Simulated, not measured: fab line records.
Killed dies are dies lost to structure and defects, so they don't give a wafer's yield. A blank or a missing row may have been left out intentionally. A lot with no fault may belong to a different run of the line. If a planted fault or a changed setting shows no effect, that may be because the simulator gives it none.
Which tool was responsible? ; flow n5Finfet ; 10 lots, 30 wafers sampled, at 5 steps of a route of 1938

## WHAT EACH GAUGE READ, for each wafer
N5_GATE_CUT_CD_MEAS_13 targets a cd of 20 nm.
lot;measured;on;cdNm (nm)
L205;day 4 18:41;cdSem-02;19.73 20.24 19.73
L209;day 5 17:19;cdSem-01;20.49 19.78 20.22
L211;day 6 08:34;cdSem-02;19.45 19.62 19.74
L214;day 7 04:37;cdSem-03;19.80 19.42 20.04
L215;day 7 07:08;cdSem-02;20.20 19.59 20.26
L216;day 7 14:53;cdSem-02;19.90 19.95 20.39
L219;day 8 08:19;cdSem-03;19.82 20.07 19.81
L220;day 8 18:43;cdSem-01;19.70 19.90 19.88
L225;day 9 21:10;cdSem-01;19.48 19.36 19.82
L227;day 10 09:11;cdSem-03;20.22 19.94 19.68

N5_GATE_CUT_OVL_MEAS_14.
lot;measured;on;GATE_CUT_OVL (nm)
L205;day 4 18:43;overlay-02;-0.3 0.5 0.1
L209;day 5 17:21;overlay-01;-1.0 -1.0 -0.5
L211;day 6 08:37;overlay-02;0.8 0.1 1.7
L214;day 7 04:39;overlay-02;-1.1 -0.9 -0.1
L215;day 7 07:11;overlay-01;0.4 -0.2 0.6
L216;day 7 14:55;overlay-02;-0.1 0.9 -1.0
L219;day 8 08:21;overlay-01;1.0 1.5 0.5
L220;day 8 18:45;overlay-02;1.5 0.5 2.0
L225;day 9 21:12;overlay-02;0.1 -0.2 0.1
L227;day 10 09:13;overlay-02;1.0 0.1 -0.7

N5_BEOL_M4_RC_MEAS_101.
lot;measured;on;DIBL_N (mV/V);DIBL_P (mV/V);IOFF_N (nA/um);IOFF_P (nA/um);ION_N (uA/um);ION_P (uA/um);SS_N (mV/dec);SS_P (mV/dec);VT_N (mV);VT_P (mV)
L205;day 8 07:29;prober-01;35.8 33.8 35.6;35.9 32.6 34.7;0.15 0.11 0.15;0.24 0.19 0.22;678 659 672;477 464 470;71.1 70.3 71.3;73.3 72.6 72.8;249 253 248;-246 -251 -247
L209;day 9 08:32;prober-01;37.3 36.5 34.3;36.4 34.5 33.2;0.17 0.17 0.13;0.23 0.20 0.18;673 678 668;467 459 457;71.5 71.8 70.1;73.2 72.7 72.1;250 247 249;-247 -249 -250
L211;day 9 21:27;prober-02;34.3 33.2 35.8;33.8 33.0 37.2;0.13 0.12 0.16;0.17 0.15 0.22;659 648 670;452 440 458;71.4 70.8 71.2;72.2 72.7 73.9;255 257 249;-256 -258 -252
L214;day 10 18:22;prober-02;36.8 36.4 34.8;37.0 36.5 35.0;0.18 0.18 0.15;0.23 0.22 0.21;673 676 676;461 470 465;71.7 71.3 71.6;73.3 73.8 73.7;248 249 248;-250 -251 -248
L215;day 10 22:03;prober-01;35.3 36.7 36.0;35.8 37.5 36.4;0.15 0.18 0.15;0.24 0.27 0.24;675 681 677;474 474 471;71.6 72.1 71.7;72.6 73.8 73.5;250 247 250;-246 -243 -247
L216;day 11 06:59;prober-02;33.7 35.4 36.2;33.0 35.0 35.8;0.12 0.15 0.18;0.19 0.23 0.23;657 681 686;461 468 474;70.5 71.2 71.4;72.0 72.8 73.0;252 250 247;-246 -245 -244
L219;day 12 06:14;prober-02;35.3 41.1 36.6;35.2 40.7 37.4;0.15 0.29 0.17;0.20 0.29 0.23;676 699 674;465 466 466;71.4 73.2 71.1;73.8 74.8 73.8;248 240 247;-251 -247 -247
L220;day 12 12:28;prober-02;34.2 33.3 36.3;33.8 32.6 36.6;0.13 0.13 0.17;0.18 0.17 0.23;647 657 665;455 459 457;70.6 70.6 72.2;72.7 72.4 73.4;253 251 248;-253 -251 -250
L225;day 13 06:59;prober-02;33.0 38.4 35.4;30.8 38.8 34.2;0.11 0.20 0.13;0.15 0.27 0.19;649 676 670;449 463 463;71.1 71.9 71.2;72.6 74.0 72.6;257 248 251;-254 -244 -249
L227;day 15 03:51;prober-02;38.7 36.5 34.7;39.5 37.2 35.7;0.20 0.16 0.13;0.25 0.22 0.20;694 679 661;469 470 465;72.4 72.2 71.4;73.6 73.4 72.2;244 250 252;-246 -247 -252

## WHICH TOOL RAN EACH LOT (tool, then ch and the chambers of the sampled wafers, then the start)
lot;N5_GATE_CUT_HM_OPEN_40;N5_GATE_CUT_CUT_ETCH_54
L205;rieDiel-04 ch 0,2,3, day 4 19:04;rieMetal-03 ch 0,1, day 4 19:21
L209;rieDiel-05 ch 1,2,3, day 5 17:36;rieMetal-01 ch 0,1, day 5 17:53
L211;rieDiel-05 ch 0,3, day 6 08:52;rieMetal-02 ch 1, day 6 09:09
L214;rieDiel-03 ch 0,1, day 7 04:55;rieMetal-03 ch 0,1, day 7 05:12
L215;rieDiel-04 ch 1,3, day 7 07:41;rieMetal-03 ch 0,1, day 7 07:59
L216;rieDiel-03 ch 0,2,3, day 7 15:10;rieMetal-03 ch 0,1, day 7 15:28
L219;rieDiel-03 ch 0,2, day 8 08:37;rieMetal-03 ch 0,1, day 8 08:54
L220;rieDiel-05 ch 0,2,3, day 8 19:04;rieMetal-02 ch 0,1, day 8 19:20
L225;rieDiel-05 ch 0,1,2, day 9 21:38;rieMetal-01 ch 1, day 9 21:59
L227;rieDiel-04 ch 0,3, day 10 09:28;rieMetal-02 ch 0,1, day 10 09:46
- N5_GATE_CUT_HM_OPEN_40: chemistry C4F6/O2, target SiO2, target depth 139 nm, time 85.1 s.
- N5_GATE_CUT_CUT_ETCH_54: etches TiN in Cl2/BCl3, target depth 96.7 nm.

## AS READ BY THE TOOLS THEMSELVES (means over the sampled wafers that have a number; for cases with no such wafer, the mark the record gives instead)
N5_GATE_CUT_HM_OPEN_40.
lot;tool;drypumpMotorCurrentA (A);etchRfOnTimeS (s);oesProductAu (a.u.);rfVppV (V);showerheadPlenumPTorr (Torr);throttleValvePct (%)
L205;rieDiel-04;5.9;94.5;0.64;666;2.80;21.03
L209;rieDiel-05;5.5;97.0;0.68;661;2.83;20.88
L211;rieDiel-05;5.8;94.2;0.67;675;2.90;20.99
L214;rieDiel-03;5.4;95.3;0.76;667;2.80;20.92
L215;rieDiel-04;5.2;97.0;0.65;648;2.83;21.16
L216;rieDiel-03;5.4;96.8;0.69;674;2.89;21.02
L219;rieDiel-03;5.3;94.7;0.71;665;2.83;20.91
L220;rieDiel-05;5.6;95.2;0.66;666;2.86;20.95
L225;rieDiel-05;5.5;96.1;0.64;658;2.86;20.95
L227;rieDiel-04;5.8;95.2;0.64;669;2.83;21.10

N5_GATE_CUT_CUT_ETCH_54.
lot;tool;drypumpMotorCurrentA (A);etchRfOnTimeS (s);heBacksideLeakSccm (sccm);oesProductAu (a.u.);throttleValvePct (%)
L205;rieMetal-03;5.9;36.9;3.39;0.59;22.67
L209;rieMetal-01;5.7;37.0;3.48;0.57;22.04
L211;rieMetal-02;5.3;36.6;2.88;0.78;22.47
L214;rieMetal-03;6.0;36.8;3.20;0.77;22.37
L215;rieMetal-03;6.0;26.5;3.19;0.94;22.16
L216;rieMetal-03;6.0;26.6;3.30;0.93;22.16
L219;rieMetal-03;5.9;26.5;3.30;0.99;22.15
L220;rieMetal-02;5.6;35.8;3.34;0.68;22.20
L225;rieMetal-01;6.3;36.0;3.60;0.60;22.16
L227;rieMetal-02;5.6;35.8;3.27;0.67;22.21

## THE ANSWER, worked out from the rows above alone
Rule: usual is defined by the lots themselves. Put in order of their means at a reading, lots are off if they are a third of the lots or fewer, leave a main group of 4 or more, and stand apart from it by a gap of 3 or more times the standard deviation of the main group's means; of several such gaps the widest counts. A main group whose means are all the same, to the digits that the tables above print for the reading, isn't used. Also off: a lot with no number at a reading for which 4 or more lots have one. All remaining lots with rows at the step are treated as sound. First the gauges in route order, then the tools' own readings, where a lot's mean is used as printed above. The first step at which some lot is off is used, and at that step the reading that is off furthest; a lot without a number counts as furthest.
Off, at N5_GATE_CUT_CUT_ETCH_54 on etchRfOnTimeS: L215, L216, L219. Mean 36.4 s and standard deviation 0.49 in the main group.
If a tool, at that step or one of the process steps before it, ran each lot that is off and ran no sound lot following the first of them, it fits. One fits: rieMetal-03 at N5_GATE_CUT_CUT_ETCH_54. Its last sound lot is L214 (day 7 05:12), its first lot that is off L215 (day 7 07:59): a fault that began between those two fits.
The tool's own readings at N5_GATE_CUT_CUT_ETCH_54 bear it out: on the lots that are off they differ by more than 5 times the standard deviation of the sound lots' means. etchRfOnTimeS reads 26.5 s there against 36.4 s on the sound lots.

## WHAT THE SIMULATOR HAD PUT IN
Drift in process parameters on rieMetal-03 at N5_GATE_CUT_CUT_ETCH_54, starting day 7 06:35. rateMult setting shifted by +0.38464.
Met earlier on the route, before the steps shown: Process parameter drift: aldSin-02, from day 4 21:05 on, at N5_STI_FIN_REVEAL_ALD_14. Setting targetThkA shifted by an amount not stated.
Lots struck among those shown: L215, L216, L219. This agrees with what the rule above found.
